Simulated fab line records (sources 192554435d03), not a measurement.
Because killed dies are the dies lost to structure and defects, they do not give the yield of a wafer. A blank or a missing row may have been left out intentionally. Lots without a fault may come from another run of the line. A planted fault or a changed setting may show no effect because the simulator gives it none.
Matching of chambers :: flow n5_finfet :: N5_FIN_CUT_ETCH_21 on rie_diel-04 has 4 sister chambers
The step etches SOC in N2/H2, target depth 219 nm, overetch 43.8 nm, time 523.5 s. 8 wafers are shown with their chamber, then 9 later ones without.

## WAFERS WITH THEIR CHAMBER
wafer: L078.2
chamber: 0
showerhead_plenum_p_Torr (Torr): 2.52
drypump_motor_current_A (A): 5.8

wafer: L079.4
chamber: 0
showerhead_plenum_p_Torr (Torr): 2.51
drypump_motor_current_A (A): 5.8

wafer: L084.1
chamber: 3
showerhead_plenum_p_Torr (Torr): 2.52
drypump_motor_current_A (A): 5.6

wafer: L084.3
chamber: 2
showerhead_plenum_p_Torr (Torr): 2.67
drypump_motor_current_A (A): 5.3

wafer: L084.4
chamber: 1
showerhead_plenum_p_Torr (Torr): 2.42
drypump_motor_current_A (A): 6.2

wafer: L085.1
chamber: 3
showerhead_plenum_p_Torr (Torr): 2.52
drypump_motor_current_A (A): 5.7

wafer: L085.4
chamber: 1
showerhead_plenum_p_Torr (Torr): 2.42
drypump_motor_current_A (A): 6.3

wafer: L085.6
chamber: 2
showerhead_plenum_p_Torr (Torr): 2.67
drypump_motor_current_A (A): 5.3

## WAFERS WHOSE CHAMBER IS MISSING
wafer: L093.2
showerhead_plenum_p_Torr (Torr): 2.42
drypump_motor_current_A (A): 6.3

wafer: L093.4
showerhead_plenum_p_Torr (Torr): 2.51
drypump_motor_current_A (A): 5.6

wafer: L093.6
showerhead_plenum_p_Torr (Torr): 2.67
drypump_motor_current_A (A): 5.3

wafer: L095.2
showerhead_plenum_p_Torr (Torr): 2.41
drypump_motor_current_A (A): 6.3

wafer: L095.5
showerhead_plenum_p_Torr (Torr): 2.67
drypump_motor_current_A (A): 5.2

wafer: L095.6
showerhead_plenum_p_Torr (Torr): 2.51
drypump_motor_current_A (A): 5.8

wafer: L097.1
showerhead_plenum_p_Torr (Torr): 2.51
drypump_motor_current_A (A): 5.6

wafer: L097.5
showerhead_plenum_p_Torr (Torr): 2.67
drypump_motor_current_A (A): 5.2

wafer: L097.6
showerhead_plenum_p_Torr (Torr): 2.51
drypump_motor_current_A (A): 5.7

## EACH ONE'S CHAMBER
wafer: L093.2
from the rows above: 1
in truth: 1

wafer: L093.4
from the rows above: can't be placed: 3 or 0
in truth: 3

wafer: L093.6
from the rows above: 2
in truth: 2

wafer: L095.2
from the rows above: 1
in truth: 1

wafer: L095.5
from the rows above: 2
in truth: 2

wafer: L095.6
from the rows above: 0
in truth: 0

wafer: L097.1
from the rows above: can't be placed: 3 or 0
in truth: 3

wafer: L097.5
from the rows above: 2
in truth: 2

wafer: L097.6
from the rows above: can't be placed: 0 or 3
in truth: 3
Placed correctly: 6 of 9. From these rows, 3 cannot be placed; in 3 the true chamber is one of the candidates. Number placed wrongly: 0.
How it was worked out, from the rows above alone: a wafer's distance from a chamber is the root of the sum, over the readings, of the square of ((its reading less the chamber's mean) divided by the reading's scatter). The wafer belongs to the nearest chamber; if the next one is less than 2 further off, it can't be placed. For every chamber, the mean is computed from those of its wafers that are shown. The scatter is the square root of a quotient: the sum, over the shown wafers, of each reading's squared deviation from its chamber's mean, divided by wafers minus chambers.
